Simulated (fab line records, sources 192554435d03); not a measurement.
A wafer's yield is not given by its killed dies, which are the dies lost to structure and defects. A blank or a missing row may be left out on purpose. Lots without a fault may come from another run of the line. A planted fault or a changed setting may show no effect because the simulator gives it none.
Matching of chambers    flow n5Finfet    N5_BEOL_M10_ETCH_61 on rieDiel-04 has 4 sister chambers
The step etches SiARC in CF4, target depth 39 nm, time 65 s. 7 wafers are shown with their chamber, then 10 later ones without.

== WAFERS, EACH WITH ITS CHAMBER ==
wafer   chamber  showerheadPlenumPTorr (Torr)  throttleValvePct (%)
L084.1  3        2.25                          15.47
L085.4  3        2.25                          15.47
L086.1  0        2.10                          15.50
L086.2  1        2.20                          15.99
L086.5  2        2.14                          15.73
L089.1  0        2.09                          15.52
L089.2  1        2.20                          16.01

== WAFERS WITHOUT THEIR CHAMBER ==
wafer   showerheadPlenumPTorr (Torr)  throttleValvePct (%)
L089.4  2.14                          15.76
L092.2  2.24                          15.50
L092.4  2.14                          15.77
L092.6  2.09                          15.53
L096.1  2.20                          16.02
L096.2  2.14                          15.76
L096.5  2.20                          16.04
L097.2  2.09                          15.56
L097.3  2.14                          15.79
L097.4  2.20                          16.02

== THE CHAMBER EACH PASSED THROUGH ==
wafer   from the rows above  in truth
L089.4  2                    2
L092.2  3                    3
L092.4  2                    2
L092.6  0                    0
L096.1  1                    1
L096.2  2                    2
L096.5  1                    1
L097.2  0                    0
L097.3  2                    2
L097.4  1                    1
Placed correctly: 10 of 10. Number that these rows cannot place: 0. Placed wrongly: 0.
How it was worked out, from the rows above alone: a wafer's distance from a chamber is the root of the sum, over the readings, of the square of ((its reading less the chamber's mean) divided by the reading's scatter). If the next closest chamber is less than 2 further off than the closest, the wafer can't be placed; otherwise it belongs to the closest. A chamber's mean is the mean of its shown wafers. The scatter: the root of (the sum of the squares of (reading less its chamber's mean) over the shown wafers, divided by (wafers less chambers)).
